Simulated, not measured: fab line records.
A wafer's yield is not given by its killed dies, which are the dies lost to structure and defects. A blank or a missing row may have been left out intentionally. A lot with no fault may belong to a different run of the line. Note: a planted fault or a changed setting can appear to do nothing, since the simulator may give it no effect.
Which tool is to blame? :: flow nand_harc :: 24 lots with 72 wafers sampled at 5 steps, on a route of 1302 steps

WHAT THE GAUGES SHOWED, per wafer
NHARC_A_CHANNEL_FILL_D1_INSPECT_13. Usual: 318 for raw_defect_count, sd 150.
lot: L074
measured: day 10 21:35
on: defect_inspect-02
raw_defect_count: 519 266 232
flag: 

lot: L075
measured: day 11 10:30
on: defect_inspect-02
raw_defect_count: 656 549 861
flag: 

lot: L076
measured: day 11 18:57
on: defect_inspect-01
raw_defect_count: 164 117 179
flag: 

lot: L077
measured: day 11 18:57
on: defect_inspect-02
raw_defect_count: 275 230 338
flag: 

lot: L078
measured: day 12 07:09
on: defect_inspect-02
raw_defect_count: 387 225 381
flag: 

lot: L079
measured: day 12 17:22
on: defect_inspect-02
raw_defect_count: 323 455 312
flag: 

lot: L080
measured: day 13 13:50
on: defect_inspect-02
raw_defect_count: 258 376 296
flag: 

lot: L081
measured: day 13 13:50
on: defect_inspect-01
raw_defect_count: 406 324 223
flag: 

lot: L082
measured: day 14 11:25
on: defect_inspect-01
raw_defect_count: 75 109 200
flag: 

lot: L083
measured: day 14 20:33
on: defect_inspect-01
raw_defect_count: 331 342 410
flag: 

lot: L084
measured: day 14 20:33
on: defect_inspect-02
raw_defect_count: 266 187 253
flag: 

lot: L085
measured: day 15 11:20
on: defect_inspect-01
raw_defect_count: 275 281 270
flag: 

lot: L086
measured: day 15 11:19
on: defect_inspect-02
raw_defect_count: 616 221 190
flag: 

lot: L087
measured: day 15 23:16
on: defect_inspect-01
raw_defect_count: 413 244 403
flag: 

lot: L089
measured: day 16 21:22
on: defect_inspect-02
raw_defect_count: 345 263 439
flag: 

lot: L088
measured: day 16 21:23
on: defect_inspect-02
raw_defect_count: 248 304 304
flag: 

lot: L090
measured: day 17 20:00
on: defect_inspect-01
raw_defect_count: 298 201 311
flag: 

lot: L091
measured: day 17 22:53
on: defect_inspect-01
raw_defect_count: 249 150 219
flag: 

lot: L092
measured: day 18 14:25
on: defect_inspect-02
raw_defect_count: 326 493 209
flag: 

lot: L093
measured: day 18 14:30
on: defect_inspect-01
raw_defect_count: 423 614 373
flag: 

lot: L095
measured: day 19 08:38
on: defect_inspect-02
raw_defect_count: 278 250 217
flag: 

lot: L094
measured: day 20 00:22
on: defect_inspect-02
raw_defect_count: 191 192 307
flag: 

lot: L097
measured: day 20 13:58
on: defect_inspect-01
raw_defect_count: 323 287 629
flag: 

lot: L096
measured: day 20 14:07
on: defect_inspect-01
raw_defect_count: 505 317 211
flag: 

NHARC_A_ONON_D2_THK_MEAS_27: measures by ellipsometry. Usual: 1001 nm for thk_nm, sd 7.6.
lot: L074
measured: day 12 18:48
on: film_metro-02
thk_nm (nm): 1006 1007 1006
flag: 

lot: L075
measured: day 13 14:51
on: film_metro-01
thk_nm (nm): 1007 1008 1008
flag: 

lot: L076
measured: day 13 14:53
on: film_metro-01
thk_nm (nm): 1008 1009 1006
flag: 

lot: L077
measured: day 13 14:52
on: film_metro-02
thk_nm (nm): 998 999 1000
flag: 

lot: L078
measured: day 14 14:16
on: film_metro-01
thk_nm (nm): 995 992 993
flag: 

lot: L079
measured: day 14 18:29
on: film_metro-02
thk_nm (nm): 1005 1005 1004
flag: 

lot: L080
measured: day 15 09:45
on: film_metro-02
thk_nm (nm): 993 994 993
flag: 

lot: L081
measured: day 15 09:47
on: film_metro-02
thk_nm (nm): 1010 1006 1007
flag: 

lot: L082
measured: day 16 08:11
on: film_metro-02
thk_nm (nm): 1007 1007 1005
flag: 

lot: L083
measured: day 17 00:30
on: film_metro-01
thk_nm (nm): 1023 1023 1021
flag: 

lot: L084
measured: day 17 00:29
on: film_metro-01
thk_nm (nm): 999 998 999
flag: 

lot: L085
measured: day 17 13:28
on: film_metro-01
thk_nm (nm): 1005 1006 1009
flag: 

lot: L086
measured: day 17 13:28
on: film_metro-02
thk_nm (nm): 999 999 1000
flag: 

lot: L087
measured: day 17 22:29
on: film_metro-01
thk_nm (nm): 999 996 996
flag: 

lot: L089
measured: day 18 18:24
on: film_metro-02
thk_nm (nm): 998 999 998
flag: 

lot: L088
measured: day 18 18:25
on: film_metro-01
thk_nm (nm): 1004 1002 1002
flag: 

lot: L090
measured: day 19 16:43
on: film_metro-02
thk_nm (nm): 1001 1000 1002
flag: 

lot: L091
measured: day 19 16:41
on: film_metro-01
thk_nm (nm): 1006 1005 1006
flag: 

lot: L092
measured: day 20 16:08
on: film_metro-01
thk_nm (nm): 990 991 990
flag: 

lot: L093
measured: day 20 16:08
on: film_metro-02
thk_nm (nm): 985 987 987
flag: 

lot: L095
measured: day 21 07:50
on: film_metro-01
thk_nm (nm): 999 997 997
flag: 

lot: L094
measured: day 22 07:44
on: film_metro-01
thk_nm (nm): 1005 1005 1006
flag: 

lot: L097
measured: day 22 18:13
on: film_metro-02
thk_nm (nm): 993 994 994
flag: 

lot: L096
measured: day 22 18:02
on: film_metro-01
thk_nm (nm): 992 989 992
flag: 

NHARC_A_CHANNEL_HOLE_D2_INSPECT_12. Usual: 31 for raw_defect_count, sd 24.
lot: L074
measured: day 12 23:24
on: defect_inspect-01
raw_defect_count: 8 5 7
flag: 

lot: L075
measured: day 13 20:52
on: defect_inspect-01
raw_defect_count: 53 60 55
flag: 

lot: L076
measured: day 13 22:53
on: defect_inspect-01
raw_defect_count: 2 11 2
flag: 

lot: L077
measured: day 13 22:43
on: defect_inspect-02
raw_defect_count: 66 60 56
flag: 

lot: L078
measured: day 14 20:52
on: defect_inspect-02
raw_defect_count: 59 64 59
flag: 

lot: L079
measured: day 15 00:28
on: defect_inspect-01
raw_defect_count: 7 6 4
flag: 

lot: L080
measured: day 15 14:36
on: defect_inspect-01
raw_defect_count: 58 55 65
flag: 

lot: L081
measured: day 15 14:45
on: defect_inspect-01
raw_defect_count: 11 8 8
flag: 

lot: L082
measured: day 16 12:31
on: defect_inspect-01
raw_defect_count: 9 6 11
flag: 

lot: L083
measured: day 17 09:42
on: defect_inspect-01
raw_defect_count: 50 58 62
flag: 

lot: L084
measured: day 17 09:06
on: defect_inspect-01
raw_defect_count: 11 12 13
flag: 

lot: L085
measured: day 17 21:43
on: defect_inspect-01
raw_defect_count: 49 62 54
flag: 

lot: L086
measured: day 17 20:40
on: defect_inspect-01
raw_defect_count: 8 7 11
flag: 

lot: L087
measured: day 18 07:05
on: defect_inspect-01
raw_defect_count: 56 65 64
flag: 

lot: L089
measured: day 19 01:07
on: defect_inspect-02
raw_defect_count: 66 58 65
flag: 

lot: L088
measured: day 19 01:26
on: defect_inspect-02
raw_defect_count: 7 7 14
flag: 

lot: L090
measured: day 19 23:31
on: defect_inspect-02
raw_defect_count: 64 55 59
flag: 

lot: L091
measured: day 19 21:38
on: defect_inspect-01
raw_defect_count: 23 17 20
flag: 

lot: L092
measured: day 20 21:05
on: defect_inspect-02
raw_defect_count: 25 16 23
flag: 

lot: L093
measured: day 20 20:57
on: defect_inspect-01
raw_defect_count: 74 56 44
flag: 

lot: L095
measured: day 21 12:31
on: defect_inspect-02
raw_defect_count: 20 25 25
flag: 

lot: L094
measured: day 22 11:43
on: defect_inspect-02
raw_defect_count: 5 4 3
flag: 

lot: L097
measured: day 22 23:53
on: defect_inspect-02
raw_defect_count: 22 29 20
flag: 

lot: L096
measured: day 22 23:42
on: defect_inspect-02
raw_defect_count: 9 4 3
flag: 

TOOL THAT RAN EACH LOT (tool first, then ch and the chambers of the sampled wafers, then the start)
lot: L074
NHARC_A_CHANNEL_HOLE_D1_ETCH_26: har_etch-01 ch 0,1, day 8 16:00
NHARC_A_CHANNEL_FILL_D1_ALD_14: ald_hk-02 ch 2,3, day 9 00:25

lot: L075
NHARC_A_CHANNEL_HOLE_D1_ETCH_26: har_etch-02 ch 0,1, day 9 07:05
NHARC_A_CHANNEL_FILL_D1_ALD_14: ald_hk-02 ch 0,1,2, day 9 17:13

lot: L076
NHARC_A_CHANNEL_HOLE_D1_ETCH_26: har_etch-01 ch 0,1, day 9 16:14
NHARC_A_CHANNEL_FILL_D1_ALD_14: ald_hk-04 ch 0,1,2, day 10 01:20

lot: L077
NHARC_A_CHANNEL_HOLE_D1_ETCH_26: har_etch-02 ch 0,1, day 9 19:38
NHARC_A_CHANNEL_FILL_D1_ALD_14: ald_hk-01 ch 0,2, day 10 04:53

lot: L078
NHARC_A_CHANNEL_HOLE_D1_ETCH_26: har_etch-02 ch 0,1, day 10 04:16
NHARC_A_CHANNEL_FILL_D1_ALD_14: ald_hk-02 ch 0,1, day 10 13:27

lot: L079
NHARC_A_CHANNEL_HOLE_D1_ETCH_26: har_etch-01 ch 0,1, day 10 15:03
NHARC_A_CHANNEL_FILL_D1_ALD_14: ald_hk-01 ch 0,2,3, day 11 00:16

lot: L080
NHARC_A_CHANNEL_HOLE_D1_ETCH_26: har_etch-02 ch 0,1, day 11 07:08
NHARC_A_CHANNEL_FILL_D1_ALD_14: ald_hk-02 ch 2,3, day 11 16:58

lot: L081
NHARC_A_CHANNEL_HOLE_D1_ETCH_26: har_etch-01 ch 0,1, day 11 07:27
NHARC_A_CHANNEL_FILL_D1_ALD_14: ald_hk-01 ch 0,2,3, day 11 16:58

lot: L082
NHARC_A_CHANNEL_HOLE_D1_ETCH_26: har_etch-01 ch 0,1, day 12 06:57
NHARC_A_CHANNEL_FILL_D1_ALD_14: ald_hk-04 ch 1,3, day 12 16:07

lot: L083
NHARC_A_CHANNEL_HOLE_D1_ETCH_26: har_etch-02 ch 0,1, day 12 18:41
NHARC_A_CHANNEL_FILL_D1_ALD_14: ald_hk-01 ch 1,3, day 13 03:47

lot: L084
NHARC_A_CHANNEL_HOLE_D1_ETCH_26: har_etch-01 ch 0,1, day 12 18:46
NHARC_A_CHANNEL_FILL_D1_ALD_14: ald_hk-01 ch 0,2,3, day 13 04:02

lot: L085
NHARC_A_CHANNEL_HOLE_D1_ETCH_26: har_etch-02 ch 0,1, day 13 09:03
NHARC_A_CHANNEL_FILL_D1_ALD_14: ald_hk-02 ch 0,2,3, day 13 18:19

lot: L086
NHARC_A_CHANNEL_HOLE_D1_ETCH_26: har_etch-01 ch 0, day 13 11:49
NHARC_A_CHANNEL_FILL_D1_ALD_14: ald_hk-04 ch 0,1,2, day 13 18:19

lot: L087
NHARC_A_CHANNEL_HOLE_D1_ETCH_26: har_etch-02 ch 0,1, day 13 21:06
NHARC_A_CHANNEL_FILL_D1_ALD_14: ald_hk-02 ch 0,2, day 14 06:16

lot: L089
NHARC_A_CHANNEL_HOLE_D1_ETCH_26: har_etch-02 ch 0,1, day 14 18:33
NHARC_A_CHANNEL_FILL_D1_ALD_14: ald_hk-04 ch 0,1,3, day 15 03:42

lot: L088
NHARC_A_CHANNEL_HOLE_D1_ETCH_26: har_etch-01 ch 0,1, day 14 19:37
NHARC_A_CHANNEL_FILL_D1_ALD_14: ald_hk-02 ch 0,3, day 15 03:40

lot: L090
NHARC_A_CHANNEL_HOLE_D1_ETCH_26: har_etch-02 ch 1, day 15 13:00
NHARC_A_CHANNEL_FILL_D1_ALD_14: ald_hk-04 ch 0,1, day 15 23:16

lot: L091
NHARC_A_CHANNEL_HOLE_D1_ETCH_26: har_etch-01 ch 0,1, day 15 14:02
NHARC_A_CHANNEL_FILL_D1_ALD_14: ald_hk-02 ch 1,2,3, day 16 05:43

lot: L092
NHARC_A_CHANNEL_HOLE_D1_ETCH_26: har_etch-01 ch 0,1, day 16 07:50
NHARC_A_CHANNEL_FILL_D1_ALD_14: ald_hk-02 ch 0,2,3, day 16 17:55

lot: L093
NHARC_A_CHANNEL_HOLE_D1_ETCH_26: har_etch-02 ch 0,1, day 16 11:18
NHARC_A_CHANNEL_FILL_D1_ALD_14: ald_hk-02 ch 0,1,3, day 16 20:28

lot: L095
NHARC_A_CHANNEL_HOLE_D1_ETCH_26: har_etch-01 ch 0,1, day 17 06:02
NHARC_A_CHANNEL_FILL_D1_ALD_14: ald_hk-04 ch 0,2,3, day 17 15:43

lot: L094
NHARC_A_CHANNEL_HOLE_D1_ETCH_26: har_etch-02 ch 0,1, day 17 20:04
NHARC_A_CHANNEL_FILL_D1_ALD_14: ald_hk-02 ch 1,2, day 18 06:23

lot: L097
NHARC_A_CHANNEL_HOLE_D1_ETCH_26: har_etch-01 ch 0,1, day 18 07:46
NHARC_A_CHANNEL_FILL_D1_ALD_14: ald_hk-01 ch 2,3, day 18 17:08

lot: L096
NHARC_A_CHANNEL_HOLE_D1_ETCH_26: har_etch-02 ch 0,1, day 18 08:40
NHARC_A_CHANNEL_FILL_D1_ALD_14: ald_hk-04 ch 1,2,3, day 18 17:11
- NHARC_A_CHANNEL_HOLE_D1_ETCH_26: etches the open film in C4F8/O2/Ar, time 224.1 s, target depth 300 nm.
- NHARC_A_CHANNEL_FILL_D1_ALD_14: deposits SiO2, target thk 2.5 nm, pulse time 10 s, ald cycles 25.

AS READ BY THE TOOLS THEMSELVES (means over the sampled wafers that have a number; for cases with no such wafer, the mark the record gives instead)
NHARC_A_CHANNEL_HOLE_D1_ETCH_26. Usual: drypump_motor_current_A 5.82 A, standard deviation 0.13; mfc_ar_sccm 374.7 sccm, standard deviation 1.2; o2_flow_sccm 113.6 sccm, standard deviation 0.34; showerhead_plenum_p_Torr 3.69 Torr, standard deviation 0.19; throttle_valve_pct 24.584 %, standard deviation 0.0093.
lot: L074
tool: har_etch-01
drypump_motor_current_A (A): 5.88
mfc_ar_sccm (sccm): 374.6
o2_flow_sccm (sccm): 114.0
showerhead_plenum_p_Torr (Torr): 3.74
throttle_valve_pct (%): 24.595
flag: 

lot: L075
tool: har_etch-02
drypump_motor_current_A (A): 5.81
mfc_ar_sccm (sccm): 374.1
o2_flow_sccm (sccm): 113.5
showerhead_plenum_p_Torr (Torr): 3.46
throttle_valve_pct (%): 24.573
flag: 

lot: L076
tool: har_etch-01
drypump_motor_current_A (A): 5.91
mfc_ar_sccm (sccm): 375.7
o2_flow_sccm (sccm): 113.1
showerhead_plenum_p_Torr (Torr): 3.69
throttle_valve_pct (%): 24.585
flag: 

lot: L077
tool: har_etch-02
drypump_motor_current_A (A): 5.73
mfc_ar_sccm (sccm): 374.8
o2_flow_sccm (sccm): 113.5
showerhead_plenum_p_Torr (Torr): 3.44
throttle_valve_pct (%): 24.591
flag: 

lot: L078
tool: har_etch-02
drypump_motor_current_A (A): 5.78
mfc_ar_sccm (sccm): 374.6
o2_flow_sccm (sccm): 113.6
showerhead_plenum_p_Torr (Torr): 3.45
throttle_valve_pct (%): 24.579
flag: 

lot: L079
tool: har_etch-01
drypump_motor_current_A (A): 5.88
mfc_ar_sccm (sccm): 375.2
o2_flow_sccm (sccm): 113.8
showerhead_plenum_p_Torr (Torr): 3.73
throttle_valve_pct (%): 24.585
flag: 

lot: L080
tool: har_etch-02
drypump_motor_current_A (A): 5.80
mfc_ar_sccm (sccm): 373.8
o2_flow_sccm (sccm): 113.4
showerhead_plenum_p_Torr (Torr): 3.44
throttle_valve_pct (%): 24.582
flag: 

lot: L081
tool: har_etch-01
drypump_motor_current_A (A): 5.89
mfc_ar_sccm (sccm): 374.1
o2_flow_sccm (sccm): 113.4
showerhead_plenum_p_Torr (Torr): 3.72
throttle_valve_pct (%): 24.584
flag: 

lot: L082
tool: har_etch-01
drypump_motor_current_A (A): 5.93
mfc_ar_sccm (sccm): 374.0
o2_flow_sccm (sccm): 113.8
showerhead_plenum_p_Torr (Torr): 3.67
throttle_valve_pct (%): 24.584
flag: 

lot: L083
tool: har_etch-02
drypump_motor_current_A (A): 5.72
mfc_ar_sccm (sccm): 373.9
o2_flow_sccm (sccm): 113.3
showerhead_plenum_p_Torr (Torr): 3.81
throttle_valve_pct (%): 24.579
flag: 

lot: L084
tool: har_etch-01
drypump_motor_current_A (A): 5.92
mfc_ar_sccm (sccm): 374.0
o2_flow_sccm (sccm): 113.7
showerhead_plenum_p_Torr (Torr): 3.67
throttle_valve_pct (%): 24.575
flag: 

lot: L085
tool: har_etch-02
drypump_motor_current_A (A): 5.74
mfc_ar_sccm (sccm): 373.8
o2_flow_sccm (sccm): 113.4
showerhead_plenum_p_Torr (Torr): 3.80
throttle_valve_pct (%): 24.589
flag: 

lot: L086
tool: har_etch-01
drypump_motor_current_A (A): 5.85
mfc_ar_sccm (sccm): 374.6
o2_flow_sccm (sccm): 113.4
showerhead_plenum_p_Torr (Torr): 3.74
throttle_valve_pct (%): 24.580
flag: 

lot: L087
tool: har_etch-02
drypump_motor_current_A (A): 5.79
mfc_ar_sccm (sccm): 374.5
o2_flow_sccm (sccm): 113.3
showerhead_plenum_p_Torr (Torr): 3.61
throttle_valve_pct (%): 24.583
flag: 

lot: L089
tool: har_etch-02
drypump_motor_current_A (A): 5.82
mfc_ar_sccm (sccm): 375.4
o2_flow_sccm (sccm): 113.6
showerhead_plenum_p_Torr (Torr): 3.61
throttle_valve_pct (%): 24.588
flag: 

lot: L088
tool: har_etch-01
drypump_motor_current_A (A): 5.87
mfc_ar_sccm (sccm): 375.5
o2_flow_sccm (sccm): 113.5
showerhead_plenum_p_Torr (Torr): 3.69
throttle_valve_pct (%): 24.597
flag: 

lot: L090
tool: har_etch-02
drypump_motor_current_A (A): 5.60
mfc_ar_sccm (sccm): 374.5
o2_flow_sccm (sccm): 113.6
showerhead_plenum_p_Torr (Torr): 3.97
throttle_valve_pct (%): 24.582
flag: 

lot: L091
tool: har_etch-01
drypump_motor_current_A (A): 5.92
mfc_ar_sccm (sccm): 374.8
o2_flow_sccm (sccm): 113.8
showerhead_plenum_p_Torr (Torr): 3.64
throttle_valve_pct (%): 24.589
flag: 

lot: L092
tool: har_etch-01
drypump_motor_current_A (A): 5.93
mfc_ar_sccm (sccm): 374.7
o2_flow_sccm (sccm): 113.6
showerhead_plenum_p_Torr (Torr): 3.64
throttle_valve_pct (%): 24.587
flag: 

lot: L093
tool: har_etch-02
drypump_motor_current_A (A): 5.70
mfc_ar_sccm (sccm): 375.3
o2_flow_sccm (sccm): 113.5
showerhead_plenum_p_Torr (Torr): 3.97
throttle_valve_pct (%): 24.576
flag: 

lot: L095
tool: har_etch-01
drypump_motor_current_A (A): 5.88
mfc_ar_sccm (sccm): 373.4
o2_flow_sccm (sccm): 113.6
showerhead_plenum_p_Torr (Torr): 3.67
throttle_valve_pct (%): 24.585
flag: 

lot: L094
tool: har_etch-02
drypump_motor_current_A (A): 5.80
mfc_ar_sccm (sccm): 374.9
o2_flow_sccm (sccm): 113.4
showerhead_plenum_p_Torr (Torr): 3.97
throttle_valve_pct (%): 24.577
flag: 

lot: L097
tool: har_etch-01
drypump_motor_current_A (A): 5.91
mfc_ar_sccm (sccm): 375.7
o2_flow_sccm (sccm): 113.5
showerhead_plenum_p_Torr (Torr): 3.62
throttle_valve_pct (%): 24.590
flag: 

lot: L096
tool: har_etch-02
drypump_motor_current_A (A): 5.73
mfc_ar_sccm (sccm): 375.3
o2_flow_sccm (sccm): 113.9
showerhead_plenum_p_Torr (Torr): 3.95
throttle_valve_pct (%): 24.581
flag: 

NHARC_A_CHANNEL_FILL_D1_ALD_14. Usual: heater_power_w 494 W, standard deviation 53; precursor_pulse_height_rel 0.998, standard deviation 0.018.
lot: L074
tool: ald_hk-02
heater_power_w (W): 452
precursor_pulse_height_rel: 1.003
flag: 

lot: L075
tool: ald_hk-02
heater_power_w (W): 499
precursor_pulse_height_rel: 1.000
flag: 

lot: L076
tool: ald_hk-04
heater_power_w (W): 518
precursor_pulse_height_rel: 1.001
flag: 

lot: L077
tool: ald_hk-01
heater_power_w (W): 479
precursor_pulse_height_rel: 1.005
flag: 

lot: L078
tool: ald_hk-02
heater_power_w (W): 568
precursor_pulse_height_rel: 0.982
flag: 

lot: L079
tool: ald_hk-01
heater_power_w (W): 472
precursor_pulse_height_rel: 1.010
flag: 

lot: L080
tool: ald_hk-02
heater_power_w (W): 452
precursor_pulse_height_rel: 1.003
flag: 

lot: L081
tool: ald_hk-01
heater_power_w (W): 471
precursor_pulse_height_rel: 1.016
flag: 

lot: L082
tool: ald_hk-04
heater_power_w (W): 478
precursor_pulse_height_rel: 0.982
flag: 

lot: L083
tool: ald_hk-01
heater_power_w (W): 430
precursor_pulse_height_rel: 0.985
flag: 

lot: L084
tool: ald_hk-01
heater_power_w (W): 474
precursor_pulse_height_rel: 0.985
flag: 

lot: L085
tool: ald_hk-02
heater_power_w (W): 472
precursor_pulse_height_rel: 0.989
flag: 

lot: L086
tool: ald_hk-04
heater_power_w (W): 531
precursor_pulse_height_rel: 0.984
flag: 

lot: L087
tool: ald_hk-02
heater_power_w (W): 463
precursor_pulse_height_rel: 1.012
flag: 

lot: L089
tool: ald_hk-04
heater_power_w (W): 495
precursor_pulse_height_rel: 0.982
flag: 

lot: L088
tool: ald_hk-02
heater_power_w (W): 488
precursor_pulse_height_rel: 1.005
flag: 

lot: L090
tool: ald_hk-04
heater_power_w (W): 510
precursor_pulse_height_rel: 0.989
flag: 

lot: L091
tool: ald_hk-02
heater_power_w (W): 496
precursor_pulse_height_rel: 0.985
flag: 

lot: L092
tool: ald_hk-02
heater_power_w (W): 473
precursor_pulse_height_rel: 0.993
flag: 

lot: L093
tool: ald_hk-02
heater_power_w (W): 514
precursor_pulse_height_rel: 0.992
flag: 

lot: L095
tool: ald_hk-04
heater_power_w (W): 516
precursor_pulse_height_rel: 1.007
flag: 

lot: L094
tool: ald_hk-02
heater_power_w (W): 492
precursor_pulse_height_rel: 1.008
flag: 

lot: L097
tool: ald_hk-01
heater_power_w (W): 436
precursor_pulse_height_rel: 1.008
flag: 

lot: L096
tool: ald_hk-04
heater_power_w (W): 520
precursor_pulse_height_rel: 0.991
flag: 

THE ANSWER, worked out from the rows above alone
Rule: a lot is off if the mean of its wafers that have a number lies more than 3 standard deviations from the usual mean. Also off: a lot with no number at a reading for which 4 or more lots have one. Where the step has rows for the other lots, those lots are counted as sound. First the gauges in route order, then the tools' own readings, where a lot's mean is used as printed above. At the first step where some lot is off, the reading lying furthest off is the one used; lots without a number count as furthest.
Across all readings shown, no lot is off: no conclusion can be drawn from this.

WHAT HAD BEEN PUT IN BY THE SIMULATOR
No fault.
